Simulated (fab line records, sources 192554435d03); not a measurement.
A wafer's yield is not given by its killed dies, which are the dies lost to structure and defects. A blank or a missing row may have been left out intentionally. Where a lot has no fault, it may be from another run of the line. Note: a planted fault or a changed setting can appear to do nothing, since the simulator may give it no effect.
fab line records ; flow n5Finfet ; part 1 of 2: steps 1 to 18 of 27
[record] lots = 5; wafers = 15; lastDay = 17
route steps=1938 shown BEOL_M2@847
lots untouched by any fault: they come from a run of this same line in which no faults occurred
startH: hours from the record's opening day to when the first of the lot's shown wafers began ; waitH: how many hours have passed since the lot's step before this one ; " as in the row above ; L1.1+2: one row covering several wafers at once ; - no value present, or no start provided ; * or withheld: withheld ; < > ~ a bound
route shown NAME@n: NAME is a module with steps in the file, n the number in the route of the first one ; usual: mean and standard deviation over wafers with no fault ; same: alike in all rows ; chamber/n: place in a boat ; sites: per-site readings ; _std_site: standard deviation across them ; _edge_site: inner sites' mean taken away from outer sites' mean ; radiusMm: how far each site lies from the wafer's centre ; mask NAME#n: copy n ; behind: tool/chamber where the wafer was last shaped ; hold: the reason the lot was held/the length of the hold in hours/how it ended ; device: the n, p or np transistor that did not switch ; end of line: tests run on the same wafers once the route is complete ; a step without rows: its recipe alone ; killed: dies that structure and defects cost at the first sort, which is not the same as the wafer's yield ; map: shows each die of a wafer: x if killed, . if not, _ if none is there
set.NAME: setting as actually run; set.NAME@STEP: the setting as run at that earlier step ; model.NAME: the simulator's own value behind a step, which no gauge read
a table for each step, a row for each wafer; lots at some steps of the route
services: the hour from which a tool's chamber was out of use, counted from the record's first day as startH (under 0 if before that day), plus the number of hours and why
[[steps]]
[step N5_BEOL_M2_COAT_73]
[recipe] resist = underlayer; tempC = 205; timeS = 60; spinRpm = 1500; resistThkNm = 5
[usual] exhaustPa = 45.1/0.82; resistLineTempC = 23.01/0.1
lot.wafer;tool;chamber;startH;waitH;exhaustPa;resistLineTempC
L080.2;lithoTrack-01;0;-;-;44.6;23.04
L080.4;lithoTrack-01;0;-;-;44.4;22.98
L080.5;lithoTrack-01;0;-;-;44.1;23.11
L083.1;lithoTrack-04;0;-;-;45.6;23.08
L083.3;lithoTrack-04;0;-;-;45.8;23.03
L083.5;lithoTrack-04;0;-;-;46.2;23.12
L090.1;lithoTrack-02;0;-;-;45.7;22.88
L090.2;lithoTrack-02;0;-;-;45.2;23.02
L090.5;lithoTrack-02;0;-;-;43.4;22.95
L093.2;lithoTrack-04;0;-;-;46.2;22.81
L093.3;lithoTrack-04;0;-;-;46.6;23.01
L093.5;lithoTrack-04;0;-;-;45.7;22.96
L094.1;lithoTrack-02;0;-;-;44.7;22.88
L094.3;lithoTrack-02;0;-;-;45.6;23.06
L094.6;lithoTrack-02;0;-;-;45.0;22.93
[step N5_BEOL_M2_COAT_05]
[recipe] resist = CAR-EUV; spinRpm = 1500; resistThkNm = 30
[usual] exhaustPa = 45.0/0.85; resistLineTempC = 23.02/0.11
lot.wafer;tool;chamber;startH;waitH;exhaustPa;resistLineTempC
L080.2;lithoTrack-01;0;-;-;45.8;23.02
L080.4;lithoTrack-01;0;-;-;45.5;23.20
L080.5;lithoTrack-01;0;-;-;46.4;23.20
L083.1;lithoTrack-04;0;-;-;44.0;23.12
L083.3;lithoTrack-04;0;-;-;44.1;23.03
L083.5;lithoTrack-04;0;-;-;44.6;23.18
L090.1;lithoTrack-02;0;-;-;44.2;22.93
L090.2;lithoTrack-02;0;-;-;44.6;22.98
L090.5;lithoTrack-02;0;-;-;44.0;22.93
L093.2;lithoTrack-04;0;-;-;45.5;23.18
L093.3;lithoTrack-04;0;-;-;45.2;23.00
L093.5;lithoTrack-04;0;-;-;46.3;22.98
L094.1;lithoTrack-02;0;-;-;44.0;23.06
L094.3;lithoTrack-02;0;-;-;44.9;23.12
L094.6;lithoTrack-02;0;-;-;43.8;23.06
[step N5_BEOL_M2_EBR_07]
[recipe] solvent = PGMEA; ebrWidthMm = 1.5
[usual] exhaustPa = 44.8/0.93; resistLineTempC = 23.02/0.11
lot.wafer;tool;chamber;startH;waitH;exhaustPa;resistLineTempC
L080.2;lithoTrack-01;0;-;-;44.4;22.91
L080.4;lithoTrack-01;0;-;-;44.0;23.05
L080.5;lithoTrack-01;0;-;-;46.0;22.90
L083.1;lithoTrack-04;0;-;-;43.1;23.04
L083.3;lithoTrack-04;0;-;-;42.6;23.10
L083.5;lithoTrack-04;0;-;-;43.6;23.12
L090.1;lithoTrack-02;0;-;-;45.5;23.05
L090.2;lithoTrack-02;0;-;-;44.7;23.08
L090.5;lithoTrack-02;0;-;-;44.6;23.12
L093.2;lithoTrack-04;0;-;-;44.1;23.06
L093.3;lithoTrack-04;0;-;-;45.0;23.05
L093.5;lithoTrack-04;0;-;-;44.5;22.98
L094.1;lithoTrack-02;0;-;-;44.9;23.09
L094.3;lithoTrack-02;0;-;-;45.2;23.22
L094.6;lithoTrack-02;0;-;-;43.8;23.23
[step N5_BEOL_M2_SOFTBAKE_06]
[recipe] tempC = 110; timeS = 60; resist = CAR-EUV
[usual] exhaustPa = 45.1/0.77; resistLineTempC = 22.99/0.099
lot.wafer;tool;chamber;startH;waitH;exhaustPa;resistLineTempC
L080.2;lithoTrack-01;0;-;-;44.8;22.90
L080.4;lithoTrack-01;0;-;-;44.3;22.97
L080.5;lithoTrack-01;0;-;-;44.8;22.94
L083.1;lithoTrack-04;0;-;-;44.8;23.09
L083.3;lithoTrack-04;0;-;-;43.0;23.06
L083.5;lithoTrack-04;0;-;-;44.2;22.91
L090.1;lithoTrack-02;0;-;-;45.5;22.85
L090.2;lithoTrack-02;0;-;-;46.1;23.02
L090.5;lithoTrack-02;0;-;-;44.7;23.00
L093.2;lithoTrack-04;0;-;-;46.5;23.06
L093.3;lithoTrack-04;0;-;-;45.9;22.96
L093.5;lithoTrack-04;0;-;-;46.1;22.85
L094.1;lithoTrack-02;0;-;-;45.3;22.87
L094.3;lithoTrack-02;0;-;-;44.8;22.84
L094.6;lithoTrack-02;0;-;-;44.9;23.03
[step N5_BEOL_M2_EXPOSE_08]
[recipe] maskId = M2; na = 0.33; sourceShape = dipole; sigmaInner = 0.369; sigmaOuter = 0.767; polarization = unpolarized; doseMj = 41.25
[usual] stageMsdNm = 0.869/0.013
lot.wafer;tool;chamber;startH;waitH;mask;stageMsdNm
L080.2;euvScanner-01;0;174.84;-;M2#0;0.882
L080.4;euvScanner-01;0;174.84;-;M2#0;0.880
L080.5;euvScanner-01;0;174.84;-;M2#0;0.882
L083.1;euvScanner-01;0;184.25;-;M2#0;0.882
L083.3;euvScanner-01;0;184.25;-;M2#0;0.876
L083.5;euvScanner-01;0;184.25;-;M2#0;0.880
L090.1;euvScanner-02;0;228.63;-;M2#0;0.865
L090.2;euvScanner-02;0;228.63;-;M2#0;0.860
L090.5;euvScanner-02;0;228.63;-;M2#0;0.862
L093.2;euvScanner-02;0;241.82;-;M2#0;0.865
L093.3;euvScanner-02;0;241.82;-;M2#0;0.865
L093.5;euvScanner-02;0;241.82;-;M2#0;0.864
L094.1;euvScanner-01;0;252.69;-;M2#0;0.878
L094.3;euvScanner-01;0;252.69;-;M2#0;0.874
L094.6;euvScanner-01;0;252.69;-;M2#0;0.876
[step N5_BEOL_M2_PEB_09]
[recipe] pebTempC = 100; pebTimeS = 60; resist = CAR-EUV
[usual] exhaustPa = 45.0/0.9; resistLineTempC = 22.97/0.098
lot.wafer;tool;chamber;startH;waitH;exhaustPa;resistLineTempC
L080.2;lithoTrack-04;0;174.90;0.1;45.7;22.89
L080.4;lithoTrack-04;0;174.90;0.1;44.8;22.88
L080.5;lithoTrack-04;0;174.90;0.1;46.2;22.87
L083.1;lithoTrack-04;0;184.31;0.1;45.1;23.07
L083.3;lithoTrack-04;0;184.31;0.1;43.8;23.21
L083.5;lithoTrack-04;0;184.31;0.1;44.4;22.96
L090.1;lithoTrack-01;0;228.70;0.1;43.1;22.95
L090.2;lithoTrack-01;0;228.70;0.1;45.0;22.87
L090.5;lithoTrack-01;0;228.70;0.1;45.4;22.99
L093.2;lithoTrack-04;0;241.88;0.1;45.9;22.77
L093.3;lithoTrack-04;0;241.88;0.1;45.5;22.83
L093.5;lithoTrack-04;0;241.88;0.1;44.6;22.93
L094.1;lithoTrack-04;0;252.75;0.1;45.8;22.92
L094.3;lithoTrack-04;0;252.75;0.1;44.8;22.84
L094.6;lithoTrack-04;0;252.75;0.1;45.7;22.88
[step N5_BEOL_M2_DEVELOP_10]
[recipe] developTimeS = 30; developer = TMAH; resist = CAR-EUV; rinseLiquid = surfactantRinse; dry = airSpin; devTempC = 23
[usual] exhaustPa = 44.9/0.9; resistLineTempC = 23.00/0.098
lot.wafer;tool;chamber;startH;waitH;exhaustPa;resistLineTempC
L080.2;lithoTrack-04;0;-;-;46.0;22.85
L080.4;lithoTrack-04;0;-;-;45.6;23.07
L080.5;lithoTrack-04;0;-;-;45.4;22.88
L083.1;lithoTrack-04;0;-;-;44.7;22.91
L083.3;lithoTrack-04;0;-;-;43.9;22.99
L083.5;lithoTrack-04;0;-;-;43.6;22.99
L090.1;lithoTrack-01;0;-;-;45.0;22.98
L090.2;lithoTrack-01;0;-;-;45.2;23.01
L090.5;lithoTrack-01;0;-;-;44.8;23.01
L093.2;lithoTrack-04;0;-;-;45.2;23.03
L093.3;lithoTrack-04;0;-;-;45.6;22.93
L093.5;lithoTrack-04;0;-;-;46.0;23.09
L094.1;lithoTrack-04;0;-;-;46.0;22.95
L094.3;lithoTrack-04;0;-;-;45.5;22.97
L094.6;lithoTrack-04;0;-;-;46.2;22.91
[step N5_BEOL_M2_CD_MEAS_11]
[recipe] targetCdNm = 16.79; landingEnergyEv = 500; detector = seInlens; polarity = opening
[usual] cdNm = 16.79/0.25
lot.wafer;tool;chamber;startH;waitH;cdNm
L080.2;cdSem-02;0;174.96;-;16.51
L080.4;cdSem-02;0;174.96;-;16.97
L080.5;cdSem-02;0;174.96;-;16.85
L083.1;cdSem-03;0;184.38;-;16.68
L083.3;cdSem-03;0;184.38;-;17.04
L083.5;cdSem-03;0;184.38;-;16.95
L090.1;cdSem-01;0;228.76;-;16.87
L090.2;cdSem-01;0;228.76;-;17.21
L090.5;cdSem-01;0;228.76;-;17.34
L093.2;cdSem-02;0;241.95;-;17.72
L093.3;cdSem-02;0;241.95;-;16.75
L093.5;cdSem-02;0;241.95;-;16.81
L094.1;cdSem-01;0;252.82;-;17.04
L094.3;cdSem-01;0;252.82;-;16.40
L094.6;cdSem-01;0;252.82;-;16.60
[step N5_BEOL_M2_OVL_MEAS_12]
[recipe] pointsPerWafer = 522
[usual] M2_OVL = 0.3/0.6
lot.wafer;tool;chamber;startH;waitH;M2_OVL[nm]
L080.2;overlay-02;0;175.00;0.0;0.1
L080.4;overlay-02;0;175.00;0.0;0.6
L080.5;overlay-02;0;175.00;0.0;0.7
L083.1;overlay-02;0;184.41;0.0;0.3
L083.3;overlay-02;0;184.41;0.0;-0.2
L083.5;overlay-02;0;184.41;0.0;0.4
L090.1;overlay-01;0;228.79;0.0;-0.6
L090.2;overlay-01;0;228.79;0.0;-0.1
L090.5;overlay-01;0;228.79;0.0;0.9
L093.2;overlay-01;0;241.98;0.0;-0.3
L093.3;overlay-01;0;241.98;0.0;-0.5
L093.5;overlay-01;0;241.98;0.0;-0.6
L094.1;overlay-02;0;252.85;0.0;-0.5
L094.3;overlay-02;0;252.85;0.0;0.0
L094.6;overlay-02;0;252.85;0.0;-0.5
[step N5_BEOL_M2_INSPECT_13]
[recipe] mode = adi; inspectInstrument = brightfield
[usual] rawDefectCount = 449/100
lot.wafer;tool;chamber;startH;waitH;rawDefectCount
L080.2;defectInspect-01;-;175.05;0.0;535
L080.4;defectInspect-01;-;175.05;0.0;435
L080.5;defectInspect-01;-;175.05;0.0;313
L083.1;defectInspect-01;-;184.47;0.1;454
L083.3;defectInspect-01;-;184.47;0.1;378
L083.5;defectInspect-01;-;184.47;0.1;453
L090.1;defectInspect-01;-;228.85;0.1;387
L090.2;defectInspect-01;-;228.85;0.1;377
L090.5;defectInspect-01;-;228.85;0.1;369
L093.2;defectInspect-02;-;242.03;0.0;468
L093.3;defectInspect-02;-;242.03;0.0;513
L093.5;defectInspect-02;-;242.03;0.0;618
L094.1;defectInspect-01;-;252.91;0.1;273
L094.3;defectInspect-01;-;252.91;0.1;479
L094.6;defectInspect-01;-;252.91;0.1;407
[step N5_BEOL_M2_DESCUM_16]
[recipe] chemistry = O2; timeS = 7; sourcePowerW = 50; biasPowerW = 20; pressureMtorr = 20; rfFrequencyHz = 2.712e+07; tempC = 40; resist = CAR-EUV; o2FlowSccm = 225
[usual] drypumpMotorCurrentA = 5.7/0.45; oesProductAu = 0.77/0.1; rfVppV = 242.9/1.6; showerheadPlenumPTorr = 2.07/0.081; throttleValvePct = 20.35/0.28
lot.wafer;tool;chamber;startH;waitH;drypumpMotorCurrentA;oesProductAu;rfHoursCounterH;rfVppV;showerheadPlenumPTorr;throttleValvePct
L080.2;rieDiel-04;1;175.31;0.3;5.2;0.70;185;241.7;2.01;20.09
L080.4;rieDiel-04;2;175.31;0.3;5.8;0.72;176;244.6;2.19;20.69
L080.5;rieDiel-04;3;175.31;0.3;5.3;0.88;-;241.5;2.04;19.90
L083.1;rieDiel-06;1;184.50;0.0;6.0;0.70;238;242.0;2.08;20.89
L083.3;rieDiel-06;3;184.50;0.0;6.5;0.85;55;242.2;2.01;20.17
L083.5;rieDiel-06;3;184.50;0.0;6.5;0.85;-;242.9;2.01;20.14
L090.1;rieDiel-04;1;228.89;0.0;5.3;0.68;207;239.6;2.00;20.13
L090.2;rieDiel-04;2;228.89;0.0;5.8;0.70;200;242.6;2.18;20.71
L090.5;rieDiel-04;0;228.89;0.0;5.6;0.98;-;246.2;2.26;20.14
L093.2;rieDiel-05;3;242.17;0.1;5.6;1.00;4;243.1;2.04;20.30
L093.3;rieDiel-05;0;242.17;0.1;5.7;0.94;8;246.9;2.27;20.40
L093.5;rieDiel-05;2;242.17;0.1;5.1;0.70;-;244.5;2.15;20.32
L094.1;rieDiel-05;0;253.10;0.2;5.7;0.90;13;246.5;2.27;20.43
L094.3;rieDiel-05;3;253.10;0.2;5.6;0.97;8;241.4;2.04;20.31
L094.6;rieDiel-05;3;253.10;0.2;5.6;0.97;-;244.4;2.04;20.30
[step N5_BEOL_M2_ETCH_74]
[recipe] chemistry = N2/H2; target = underlayer; targetDepthA = 65; maskMaterial = CAR-EUV; timeS = 5.2; ionEnergyEv = 200; pressureMtorr = 30; sourceW = 840; biasW = 150; n2FlowSccm = 200; h2FlowSccm = 200; ends = cleared
[usual] drypumpMotorCurrentA = 5.7/0.45; etchRfOnTimeS = 5.20/0.15; oesProductAu = 0.66/0.088; rfVppV = 522.9/3; showerheadPlenumPTorr = 2.51/0.093; throttleValvePct = 17.8/0.3
lot.wafer;tool;chamber;startH;waitH;drypumpMotorCurrentA;etchRfOnTimeS;oesProductAu;rfHoursCounterH;rfVppV;showerheadPlenumPTorr;throttleValvePct
L080.2;rieDiel-04;1;175.35;0.0;5.2;5.38;0.60;185;520.9;2.43;17.5
L080.4;rieDiel-04;2;175.35;0.0;5.8;5.32;0.62;176;527.1;2.65;18.1
L080.5;rieDiel-04;3;175.35;0.0;5.3;5.08;0.75;-;522.3;2.48;17.3
L083.1;rieDiel-06;1;184.54;0.0;6.0;5.04;0.59;238;523.4;2.50;18.2
L083.3;rieDiel-06;3;184.54;0.0;6.5;4.91;0.76;55;519.4;2.48;17.8
L083.5;rieDiel-06;3;184.54;0.0;6.4;4.97;0.75;-;524.5;2.48;17.8
L090.1;rieDiel-04;1;228.92;0.0;5.2;5.40;0.59;207;520.7;2.42;17.5
L090.2;rieDiel-04;2;228.92;0.0;5.8;5.33;0.60;200;526.3;2.64;18.1
L090.5;rieDiel-04;0;228.92;0.0;5.6;5.22;0.81;-;530.4;2.72;17.6
L093.2;rieDiel-05;3;242.20;0.0;5.6;5.21;0.83;4;522.9;2.52;18.0
L093.3;rieDiel-05;0;242.20;0.0;5.7;5.06;0.81;8;527.8;2.69;17.4
L093.5;rieDiel-05;2;242.20;0.0;5.1;5.33;0.58;-;527.2;2.63;17.8
L094.1;rieDiel-05;0;253.13;0.0;5.7;4.99;0.80;13;528.5;2.69;17.4
L094.3;rieDiel-05;3;253.13;0.0;5.6;5.16;0.82;8;523.5;2.51;18.0
L094.6;rieDiel-05;3;253.13;0.0;5.6;5.16;0.81;-;523.1;2.51;18.0
[step N5_BEOL_M2_ETCH_63]
[recipe] chemistry = CF4; target = SiARC; targetDepthA = 156; maskMaterial = CAR-EUV; timeS = 26; ionEnergyEv = 80; pressureMtorr = 40; sourceW = 545; biasW = 36; Ar_flow_sccm = 100; cf4FlowSccm = 100; ends = cleared
[usual] drypumpMotorCurrentA = 5.7/0.45; etchRfOnTimeS = 26.0/0.75; mfcArSccm = 100.01/0.3; oesProductAu = 0.66/0.087; rfVppV = 183.7/1.2; showerheadPlenumPTorr = 2.11/0.078; throttleValvePct = 15.54/0.28
lot.wafer;tool;chamber;startH;waitH;drypumpMotorCurrentA;etchRfOnTimeS;mfcArSccm;oesProductAu;rfHoursCounterH;rfVppV;showerheadPlenumPTorr;throttleValvePct
L080.2;rieDiel-04;1;175.36;0.0;5.2;26.7;100.26;0.61;185;182.1;2.05;15.39
L080.4;rieDiel-04;2;175.36;0.0;5.8;26.1;100.05;0.63;176;185.7;2.21;15.71
L080.5;rieDiel-04;3;175.36;0.0;5.3;25.5;100.27;0.77;-;184.1;2.09;15.13
L083.1;rieDiel-06;1;184.55;0.0;6.0;25.0;100.11;0.60;238;183.5;2.10;16.01
L083.3;rieDiel-06;3;184.55;0.0;6.4;24.3;100.19;0.77;55;183.5;2.06;15.34
L083.5;rieDiel-06;3;184.55;0.0;6.4;24.3;100.68;0.76;-;182.9;2.06;15.32
L090.1;rieDiel-04;1;228.94;0.0;5.2;26.7;99.93;0.59;207;183.3;2.04;15.43
L090.2;rieDiel-04;2;228.94;0.0;5.8;26.6;99.54;0.60;200;184.8;2.20;15.75
L090.5;rieDiel-04;0;228.94;0.0;5.6;26.3;100.01;0.83;-;186.5;2.29;15.14
L093.2;rieDiel-05;3;242.22;0.0;5.6;25.8;99.57;0.83;4;183.4;2.12;15.47
L093.3;rieDiel-05;0;242.22;0.0;5.7;25.6;100.03;0.80;8;186.4;2.28;15.39
L093.5;rieDiel-05;2;242.22;0.0;5.1;26.4;100.32;0.58;-;185.6;2.22;15.67
L094.1;rieDiel-05;0;253.15;0.0;5.7;25.5;100.44;0.78;13;186.7;2.28;15.38
L094.3;rieDiel-05;3;253.15;0.0;5.6;25.8;99.90;0.82;8;183.5;2.12;15.47
L094.6;rieDiel-05;3;253.15;0.0;5.6;25.9;100.45;0.82;-;183.2;2.12;15.47
[step N5_BEOL_M2_ETCH_64]
[recipe] chemistry = N2/H2; target = SOC; targetDepthA = 750; overetchA = 225; maskMaterial = SiARC; tempC = 40; timeS = 121.9; ionEnergyEv = 200; pressureMtorr = 30; sourceW = 840; biasW = 150; n2FlowSccm = 200; h2FlowSccm = 200
[usual] drypumpMotorCurrentA = 5.7/0.45; oesProductAu = 0.59/0.072; rfVppV = 523.1/2.7; showerheadPlenumPTorr = 2.51/0.093; throttleValvePct = 17.8/0.3
lot.wafer;tool;chamber;startH;waitH;drypumpMotorCurrentA;oesProductAu;rfHoursCounterH;rfVppV;showerheadPlenumPTorr;throttleValvePct
L080.2;rieDiel-04;1;175.39;0.0;5.3;0.55;185;520.2;2.43;17.4
L080.4;rieDiel-04;2;175.39;0.0;5.8;0.56;176;527.1;2.65;18.0
L080.5;rieDiel-04;3;175.39;0.0;5.4;0.67;-;522.4;2.48;17.3
L083.1;rieDiel-06;1;184.58;0.0;6.0;0.53;238;523.7;2.50;18.2
L083.3;rieDiel-06;3;184.58;0.0;6.5;0.66;55;523.9;2.48;17.7
L083.5;rieDiel-06;3;184.58;0.0;6.4;0.65;-;521.3;2.48;17.7
L090.1;rieDiel-04;1;228.97;0.0;5.2;0.54;207;520.2;2.42;17.5
L090.2;rieDiel-04;2;228.97;0.0;5.8;0.54;200;526.4;2.64;18.1
L090.5;rieDiel-04;0;228.97;0.0;5.6;0.74;-;528.4;2.72;17.5
L093.2;rieDiel-05;3;242.25;0.0;5.6;0.74;4;523.2;2.52;18.0
L093.3;rieDiel-05;0;242.25;0.0;5.7;0.70;8;528.3;2.69;17.4
L093.5;rieDiel-05;2;242.25;0.0;5.1;0.53;-;526.1;2.63;17.8
L094.1;rieDiel-05;0;253.18;0.0;5.7;0.69;13;529.2;2.68;17.4
L094.3;rieDiel-05;3;253.18;0.0;5.6;0.73;8;521.9;2.51;18.0
L094.6;rieDiel-05;3;253.18;0.0;5.6;0.73;-;522.5;2.51;18.0
[step N5_BEOL_M2_STRIP_65]
[recipe] chemistry = N2/H2; tempC = 40; n2FlowSccm = 200; h2FlowSccm = 200; rfFrequencyHz = 6e+07
lot.wafer;tool;chamber;startH;waitH
L080.2+4+5;rieDiel-04;1,2,3;175.50;0.1
L083.1+3+5;rieDiel-06;1,3,3;184.69;0.1
L090.1+2+5;rieDiel-04;1,2,0;229.08;0.1
L093.2+3+5;rieDiel-05;3,0,2;242.36;0.1
L094.1+3+6;rieDiel-05;0,3,3;253.29;0.1
[step N5_BEOL_M2_STRIP_75]
[recipe] chemistry = N2/H2; tempC = 40; n2FlowSccm = 200; h2FlowSccm = 200; rfFrequencyHz = 6e+07
lot.wafer;tool;chamber;startH;waitH
L080.2+4+5;rieDiel-04;1,2,3;175.51;0.0
L083.1+3+5;rieDiel-06;1,3,3;184.70;0.0
L090.1+2+5;rieDiel-04;1,2,0;229.09;0.0
L093.2+3+5;rieDiel-05;3,0,2;242.37;0.0
L094.1+3+6;rieDiel-05;0,3,3;253.30;0.0
[step N5_BEOL_M2_STRIP_66]
[recipe] chemistry = CF4; resist = SiARC; powerW = 300; biasPowerW = 75; pressureMtorr = 50; cf4FlowSccm = 150; rfFrequencyHz = 6e+07
[usual] drypumpMotorCurrentA = 5.7/0.45; oesProductAu = 0.77/0.094; rfVppV = 270.7/1.5; showerheadPlenumPTorr = 1.77/0.063; throttleValvePct = 13.5/0.31
lot.wafer;tool;chamber;startH;waitH;drypumpMotorCurrentA;oesProductAu;rfHoursCounterH;rfVppV;showerheadPlenumPTorr;throttleValvePct
L080.2;rieDiel-04;1;175.52;0.0;5.2;0.71;185;267.7;1.73;13.5
L080.4;rieDiel-04;2;175.52;0.0;5.8;0.72;176;274.0;1.85;13.7
L080.5;rieDiel-04;3;175.52;0.0;5.3;0.88;-;269.8;1.73;13.0
L083.1;rieDiel-06;1;184.71;0.0;6.0;0.68;238;271.6;1.78;14.1
L083.3;rieDiel-06;3;184.71;0.0;6.4;0.85;55;270.7;1.73;13.3
L083.5;rieDiel-06;3;184.71;0.0;6.4;0.85;-;269.3;1.73;13.3
L090.1;rieDiel-04;1;229.10;0.0;5.2;0.70;207;270.2;1.73;13.5
L090.2;rieDiel-04;2;229.10;0.0;5.8;0.70;200;272.3;1.84;13.7
L090.5;rieDiel-04;0;229.10;0.0;5.6;0.97;-;273.9;1.90;13.0
L093.2;rieDiel-05;3;242.38;0.0;5.6;0.97;4;271.0;1.77;13.3
L093.3;rieDiel-05;0;242.38;0.0;5.7;0.91;8;273.3;1.90;13.3
L093.5;rieDiel-05;2;242.38;0.0;5.1;0.69;-;273.7;1.86;13.7
L094.1;rieDiel-05;0;253.31;0.0;5.7;0.89;13;273.8;1.90;13.3
L094.3;rieDiel-05;3;253.31;0.0;5.6;0.94;8;270.9;1.76;13.3
L094.6;rieDiel-05;3;253.31;0.0;5.6;0.94;-;270.4;1.76;13.3
[step N5_BEOL_M2_HM_OPEN_17]
[recipe] chemistry = Cl2/BCl3; targetDepthA = 200; overetchA = 60; target = TiN; maskMaterial = SOC; ionEnergyEv = 150; pressureMtorr = 10; icpW = 1000; biasW = 126; Cl2_flow_sccm = 53.25; bcl3FlowSccm = 21.75; Ar_flow_sccm = 25
[usual] drypumpMotorCurrentA = 5.48/0.19; heBacksideLeakSccm = 3.56/0.21; mfcArSccm = 25.01/0.081; oesProductAu = 0.66/0.09; throttleValvePct = 22.22/0.19
lot.wafer;tool;chamber;startH;waitH;drypumpMotorCurrentA;heBacksideLeakSccm;mfcArSccm;oesProductAu;rfHoursCounterH;throttleValvePct
L080.2;rieMetal-01;1;175.56;0.0;5.57;3.43;25.09;0.76;12;21.90
L080.4;rieMetal-01;1;175.56;0.0;5.57;3.65;25.15;0.77;-;21.90
L080.5;rieMetal-01;0;175.56;0.0;5.88;3.20;25.17;0.65;-;22.04
L083.1;rieMetal-03;0;184.75;0.0;5.23;3.60;24.99;0.70;35;22.07
L083.3;rieMetal-03;0;184.75;0.0;5.21;3.60;25.00;0.68;-;22.09
L083.5;rieMetal-03;0;184.75;0.0;5.22;3.64;25.06;0.68;-;22.08
L090.1;rieMetal-01;1;229.14;0.0;5.60;3.34;25.10;0.74;18;21.93
L090.2;rieMetal-01;0;229.14;0.0;5.90;3.21;24.98;0.64;49;22.06
L090.5;rieMetal-01;1;229.14;0.0;5.57;3.30;25.05;0.74;-;21.92
L093.2;rieMetal-03;1;242.45;0.1;5.49;3.67;24.92;0.55;-;22.49
L093.3;rieMetal-03;1;242.45;0.1;5.48;3.50;24.78;0.57;-;22.48
L093.5;rieMetal-03;1;242.45;0.1;5.50;3.77;24.97;0.56;-;22.48
L094.1;rieMetal-02;1;253.35;0.0;5.38;3.54;24.92;0.72;25;22.32
L094.3;rieMetal-02;1;253.35;0.0;5.36;3.58;24.92;0.72;-;22.32
L094.6;rieMetal-02;0;253.35;0.0;5.51;3.65;25.03;0.80;-;22.14
